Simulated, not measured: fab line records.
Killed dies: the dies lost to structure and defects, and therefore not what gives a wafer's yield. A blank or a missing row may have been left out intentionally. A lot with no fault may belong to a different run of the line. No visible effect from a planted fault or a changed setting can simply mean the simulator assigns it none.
Code-filled problem report in 8D (eight disciplines) form || flow n5-finfet || the parts of the form that need people (team, actions taken, sign-off) are left out

1. THE ISSUE
time-to-endpoint-s at N5_BEOL_M8_CMP_52 reads a mean of 35 s on 2 wafers of 2 lots; wafers without a fault read 61 s with a standard deviation of 3.9. That is -6.7 standard deviations from the usual mean.
The step: polishes, stops on SiCOH lowk, t overpolish 6.9 s, target thk 80 nm.
First observed at day 14 01:32: wafer L676.5, on cmp-04. At this step, 34 wafers from 12 lots have a number in the record. The rule behind "out" and "out of limits": a value lying over 4 standard deviations away from the usual mean. Any other wafer with a number is counted as sound.

2. WHAT THIS IS AND IS NOT
{"question": "which readings at this step", "is": "time-to-endpoint-s", "is not": "motor-current-A"}
{"question": "which lots", "is": "L676, L680", "is not": "L662, L663, L665, L668, L670, L671, L672, L673, L682, L685"}
{"question": "which wafers of those lots", "is": "L676.5, L680.2", "is not": "L676.4, L680.1, L680.3"}
{"question": "read on which tools", "is": "cmp-03, cmp-04", "is not": "cmp-01"}
{"question": "when", "is": "from day 14 01:32", "is not": "up to then (25 sound wafers); but 7 sound wafers of L680, L682, L685 came after"}

3. THE SUSPECTS, EACH WITH WHAT RULES IT OUT
Counting: a tool at a process step up to the reading stays a suspect if it ran every lot that is out. Sound lots after the first of them don't rule it out here, since some wafers of a struck lot are sound.
- ecd-cu-02 at N5_BEOL_M8_ECD_50 (material Cu, target thk 300 nm): kept. Every lot that is out went through it, the first being L676 (day 14 00:57); the last sound lot it ran before that was L671 (day 12 06:44).
After counting, what remains is ecd-cu-02 at N5_BEOL_M8_ECD_50.

4. THE CAUSE (what the simulator had put in)
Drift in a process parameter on ecd-cu-02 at N5_BEOL_M8_ECD_50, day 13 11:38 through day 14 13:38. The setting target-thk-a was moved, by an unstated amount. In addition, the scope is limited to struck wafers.
Counting left only this tool.

5. THE EFFECT CHAIN, in route order
Rows list readings where the struck wafers' mean (over those with a number) sits beyond 3 standard deviations from the usual. Only readings whose record carries a usual standard deviation are examined. hours: median over the lots of the time between each lot's start at the first step of this table that gives one and its start at this step. sigmas: the change, counted in usual standard deviations.
{"hours": 0, "step": "N5_BEOL_M8_CMP_52", "reading": "time-to-endpoint-s", "usual": "61 s", "on struck wafers": 35, "change": -26, "sigmas": -6.7}
Process steps it contains:
- N5_BEOL_M8_CMP_52: polishes, stops on SiCOH lowk, t overpolish 6.9 s, target thk 80 nm.

6. WHAT WOULD HAVE CAUGHT IT SOONER
In this record the first reading out of limits was taken at day 14 01:32, 14 hours after the fault began at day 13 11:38.
Of the lots that are out (2), L680 began N5_BEOL_M8_ECD_50 on ecd-cu-02 after day 14 01:32. A tool hold placed at that time would have kept it from harm.
